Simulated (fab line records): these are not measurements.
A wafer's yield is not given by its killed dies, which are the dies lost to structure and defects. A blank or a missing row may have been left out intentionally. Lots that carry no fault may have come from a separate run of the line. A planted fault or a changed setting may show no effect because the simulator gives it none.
Matching of chambers | flow n5Finfet | rieDiel-02 running N5_BEOL_M2_ETCH_77: 4 sister chambers
The step etches underlayer in N2/H2, target depth 6.5 nm, time 5.2 s. 4 wafers are shown with their chamber, then 12 later ones without.

== WAFERS WITH THEIR CHAMBER ==
wafer  | chamber | drypumpMotorCurrentA (A)
L090.6 | 1       | 5.2
L093.2 | 0       | 6.1
L093.3 | 2       | 5.3
L093.4 | 3       | 5.1

== WAFERS WITHOUT THEIR CHAMBER ==
wafer  | drypumpMotorCurrentA (A)
L095.2 | 6.2
L095.5 | 5.3
L095.6 | 5.2
L094.3 | 5.3
L094.5 | 6.2
L094.6 | 5.2
L096.1 | 5.2
L096.2 | 5.1
L096.5 | 5.2
L097.3 | 5.1
L097.4 | 6.1
L097.5 | 6.1

== WHICH CHAMBER EACH WENT THROUGH ==
wafer  | from the rows above | in truth
L095.2 | 0                   | 0
L095.5 | 2                   | 2
L095.6 | 1                   | 1
L094.3 | 2                   | 2
L094.5 | 0                   | 0
L094.6 | 1                   | 1
L096.1 | 1                   | 1
L096.2 | 3                   | 3
L096.5 | 1                   | 1
L097.3 | 3                   | 3
L097.4 | 0                   | 0
L097.5 | 0                   | 0
Correctly placed: 12 of 12. Left unplaced by these rows: 0. Placed wrongly: 0.
How it was worked out, from the rows above alone: a wafer's distance from a chamber is the root of the sum, over the readings, of the square of ((its reading less the chamber's mean) divided by the reading's scatter). If the next closest chamber is less than 2 further off than the closest, the wafer can't be placed; otherwise it belongs to the closest. Each chamber's mean is taken over the wafers shown for it. The scatter (one wafer shown for each chamber): square how far every hidden wafer sits from the nearest shown wafer, average those squares and take the square root.
